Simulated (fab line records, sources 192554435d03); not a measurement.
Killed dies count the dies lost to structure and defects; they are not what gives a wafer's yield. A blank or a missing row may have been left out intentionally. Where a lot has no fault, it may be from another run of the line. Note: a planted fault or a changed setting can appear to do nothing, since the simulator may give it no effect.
Matching of chambers :: flow n5-finfet :: N5_BEOL_M6_PECVD_70 on pecvd-03: 3 sister chambers
The step deposits SiO2 from TEOS/O2, target thk 20 nm, time 22.7 s. 3 wafers are shown with their chamber, then 8 later ones without.

WAFERS PAIRED WITH THEIR CHAMBERS
wafer: L074.4
chamber: 2
throttle-valve-pct (%): 23.3

wafer: L076.5
chamber: 1
throttle-valve-pct (%): 21.7

wafer: L082.1
chamber: 0
throttle-valve-pct (%): 23.1

WAFERS WHOSE CHAMBER IS MISSING
wafer: L082.5
throttle-valve-pct (%): 21.8

wafer: L082.6
throttle-valve-pct (%): 21.7

wafer: L089.3
throttle-valve-pct (%): 23.5

wafer: L089.4
throttle-valve-pct (%): 21.5

wafer: L089.6
throttle-valve-pct (%): 23.6

wafer: L092.2
throttle-valve-pct (%): 23.4

wafer: L092.4
throttle-valve-pct (%): 21.6

wafer: L092.5
throttle-valve-pct (%): 21.7

EACH ONE'S CHAMBER
wafer: L082.5
from the rows above: 1
in truth: 1

wafer: L082.6
from the rows above: 1
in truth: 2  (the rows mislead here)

wafer: L089.3
from the rows above: can't be placed: 2 or 0
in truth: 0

wafer: L089.4
from the rows above: 1
in truth: 1

wafer: L089.6
from the rows above: can't be placed: 2 or 0
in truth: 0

wafer: L092.2
from the rows above: can't be placed: 2 or 0
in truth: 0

wafer: L092.4
from the rows above: 1
in truth: 1

wafer: L092.5
from the rows above: 1
in truth: 1
4 of 8 placed correctly. From these rows, 3 cannot be placed; in 3 the true chamber is one of the candidates. Wrongly placed: 1.
How it was worked out, from the rows above alone: a wafer's distance from a chamber is the root of the sum, over the readings, of the square of ((its reading less the chamber's mean) divided by the reading's scatter). If the next closest chamber is less than 2 further off than the closest, the wafer can't be placed; otherwise it belongs to the closest. Each chamber's mean is taken over the wafers shown for it. The scatter (one wafer shown for each chamber): square how far every hidden wafer sits from the nearest shown wafer, average those squares and take the square root.
